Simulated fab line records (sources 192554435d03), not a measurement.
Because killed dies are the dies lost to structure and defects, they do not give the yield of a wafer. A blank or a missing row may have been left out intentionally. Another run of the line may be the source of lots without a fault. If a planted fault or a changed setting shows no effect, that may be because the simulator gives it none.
Chamber matching || flow n5Finfet || 4 sister chambers for N5_BEOL_M11_STRIP_19 on rieDiel-05
The step strips in O2. 16 wafers are shown with their chamber, then 8 later ones without.

WAFERS WITH THEIR CHAMBER
{"wafer": "L082.1", "chamber": 0, "drypumpMotorCurrentA (A)": 6.1, "showerheadPlenumPTorr (Torr)": 2.15, "oesProductAu (a.u.)": 0.67}
{"wafer": "L082.3", "chamber": 1, "drypumpMotorCurrentA (A)": 6.0, "showerheadPlenumPTorr (Torr)": 2.08, "oesProductAu (a.u.)": 0.73}
{"wafer": "L082.6", "chamber": 1, "drypumpMotorCurrentA (A)": 6.0, "showerheadPlenumPTorr (Torr)": 2.08, "oesProductAu (a.u.)": 0.72}
{"wafer": "L084.3", "chamber": 2, "drypumpMotorCurrentA (A)": 5.1, "showerheadPlenumPTorr (Torr)": 1.99, "oesProductAu (a.u.)": 0.71}
{"wafer": "L084.4", "chamber": 1, "drypumpMotorCurrentA (A)": 6.0, "showerheadPlenumPTorr (Torr)": 2.07, "oesProductAu (a.u.)": 0.71}
{"wafer": "L084.6", "chamber": 2, "drypumpMotorCurrentA (A)": 5.1, "showerheadPlenumPTorr (Torr)": 1.99, "oesProductAu (a.u.)": 0.70}
{"wafer": "L085.3", "chamber": 0, "drypumpMotorCurrentA (A)": 6.1, "showerheadPlenumPTorr (Torr)": 2.14, "oesProductAu (a.u.)": 0.99}
{"wafer": "L085.5", "chamber": 1, "drypumpMotorCurrentA (A)": 6.0, "showerheadPlenumPTorr (Torr)": 2.07, "oesProductAu (a.u.)": 0.71}
{"wafer": "L085.6", "chamber": 2, "drypumpMotorCurrentA (A)": 5.0, "showerheadPlenumPTorr (Torr)": 1.99, "oesProductAu (a.u.)": 0.71}
{"wafer": "L086.1", "chamber": 3, "drypumpMotorCurrentA (A)": 5.8, "showerheadPlenumPTorr (Torr)": 2.14, "oesProductAu (a.u.)": 0.90}
{"wafer": "L086.2", "chamber": 1, "drypumpMotorCurrentA (A)": 6.0, "showerheadPlenumPTorr (Torr)": 2.07, "oesProductAu (a.u.)": 0.71}
{"wafer": "L086.3", "chamber": 0, "drypumpMotorCurrentA (A)": 6.1, "showerheadPlenumPTorr (Torr)": 2.15, "oesProductAu (a.u.)": 0.99}
{"wafer": "L086.4", "chamber": 2, "drypumpMotorCurrentA (A)": 5.0, "showerheadPlenumPTorr (Torr)": 1.99, "oesProductAu (a.u.)": 0.71}
{"wafer": "L086.5", "chamber": 3, "drypumpMotorCurrentA (A)": 5.8, "showerheadPlenumPTorr (Torr)": 2.14, "oesProductAu (a.u.)": 0.88}
{"wafer": "L086.6", "chamber": 0, "drypumpMotorCurrentA (A)": 6.1, "showerheadPlenumPTorr (Torr)": 2.14, "oesProductAu (a.u.)": 0.99}
{"wafer": "L094.3", "chamber": 0, "drypumpMotorCurrentA (A)": 6.1, "showerheadPlenumPTorr (Torr)": 2.14, "oesProductAu (a.u.)": 0.95}

SIGNATURES (averages over the wafers above)
{"reading": "drypumpMotorCurrentA", "chamber 0": 6.100, "chamber 1": 6.000, "chamber 2": 5.050, "chamber 3": 5.800, "scatter within a chamber": 0.0289}
{"reading": "showerheadPlenumPTorr", "chamber 0": 2.1440, "chamber 1": 2.0740, "chamber 2": 1.9900, "chamber 3": 2.1400, "scatter within a chamber": 0.00447}
{"reading": "oesProductAu", "chamber 0": 0.9180, "chamber 1": 0.7160, "chamber 2": 0.7075, "chamber 3": 0.8900, "scatter within a chamber": 0.081}
Rule: for each reading, subtract the chamber's mean from the wafer's reading, divide by that reading's scatter and square the result; add these up over the readings and take the root, which gives the wafer's distance from the chamber. The wafer belongs to the nearest chamber; if the next one is less than 2 further off, it can't be placed. The scatter is the square root of a quotient: the sum, over the shown wafers, of each reading's squared deviation from its chamber's mean, divided by wafers minus chambers.

WAFERS WHOSE CHAMBER IS MISSING
{"wafer": "L094.5", "drypumpMotorCurrentA (A)": 6.0, "showerheadPlenumPTorr (Torr)": 2.07, "oesProductAu (a.u.)": 0.71}
{"wafer": "L094.6", "drypumpMotorCurrentA (A)": 6.1, "showerheadPlenumPTorr (Torr)": 2.14, "oesProductAu (a.u.)": 0.95}
{"wafer": "L096.1", "drypumpMotorCurrentA (A)": 5.0, "showerheadPlenumPTorr (Torr)": 1.99, "oesProductAu (a.u.)": 0.69}
{"wafer": "L096.2", "drypumpMotorCurrentA (A)": 5.8, "showerheadPlenumPTorr (Torr)": 2.13, "oesProductAu (a.u.)": 0.87}
{"wafer": "L096.3", "drypumpMotorCurrentA (A)": 6.0, "showerheadPlenumPTorr (Torr)": 2.07, "oesProductAu (a.u.)": 0.70}
{"wafer": "L096.4", "drypumpMotorCurrentA (A)": 6.1, "showerheadPlenumPTorr (Torr)": 2.14, "oesProductAu (a.u.)": 0.92}
{"wafer": "L096.5", "drypumpMotorCurrentA (A)": 6.1, "showerheadPlenumPTorr (Torr)": 2.14, "oesProductAu (a.u.)": 0.93}
{"wafer": "L096.6", "drypumpMotorCurrentA (A)": 5.8, "showerheadPlenumPTorr (Torr)": 2.13, "oesProductAu (a.u.)": 0.86}

EACH ONE'S CHAMBER
{"wafer": "L094.5", "from the rows above": 1, "in truth": 1}
{"wafer": "L094.6", "from the rows above": 0, "in truth": 0}
{"wafer": "L096.1", "from the rows above": 2, "in truth": 2}
{"wafer": "L096.2", "from the rows above": 3, "in truth": 3}
{"wafer": "L096.3", "from the rows above": 1, "in truth": 1}
{"wafer": "L096.4", "from the rows above": 0, "in truth": 0}
{"wafer": "L096.5", "from the rows above": 0, "in truth": 0}
{"wafer": "L096.6", "from the rows above": 3, "in truth": 3}
Placed correctly: 8 of 8. Can't be placed from these rows: 0. Placed wrongly: 0.
